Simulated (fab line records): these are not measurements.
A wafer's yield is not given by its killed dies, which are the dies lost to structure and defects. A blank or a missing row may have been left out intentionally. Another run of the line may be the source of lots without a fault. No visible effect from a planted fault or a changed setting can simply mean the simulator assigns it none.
Matching of chambers -- flow n5_finfet -- N5_BEOL_M8_DESCUM_33 on rie_diel-04 has 4 sister chambers
The step chemistry O2, time 7 s. 8 wafers are shown with their chamber, then 7 later ones without.

## WAFERS PAIRED WITH THEIR CHAMBERS
wafer,chamber,showerhead_plenum_p_Torr (Torr),drypump_motor_current_A (A)
L076.6,2,2.04,5.3
L077.3,2,2.04,5.3
L077.4,0,2.22,5.6
L082.2,1,2.17,5.5
L082.3,0,2.22,5.6
L082.6,3,2.04,6.0
L083.1,1,2.17,5.5
L083.3,3,2.03,6.1

## WAFERS WITHOUT THEIR CHAMBER
wafer,showerhead_plenum_p_Torr (Torr),drypump_motor_current_A (A)
L083.6,2.17,5.5
L087.1,2.03,5.3
L087.2,2.03,6.1
L087.3,2.16,5.5
L096.2,2.16,5.4
L096.3,2.02,5.3
L096.5,2.02,5.3

## WHICH CHAMBER EACH WENT THROUGH
wafer,from the rows above,in truth
L083.6,1,1
L087.1,2,2
L087.2,3,3
L087.3,1,1
L096.2,1,1
L096.3,2,2
L096.5,2,2
Correct placement for 7 of the 7. Number that these rows cannot place: 0. Wrongly placed: 0.
How it was worked out, from the rows above alone: a wafer's distance from a chamber is the root of the sum, over the readings, of the square of ((its reading less the chamber's mean) divided by the reading's scatter). If the next closest chamber is less than 2 further off than the closest, the wafer can't be placed; otherwise it belongs to the closest. For every chamber, the mean is computed from those of its wafers that are shown. The scatter: the root of (the sum of the squares of (reading less its chamber's mean) over the shown wafers, divided by (wafers less chambers)).
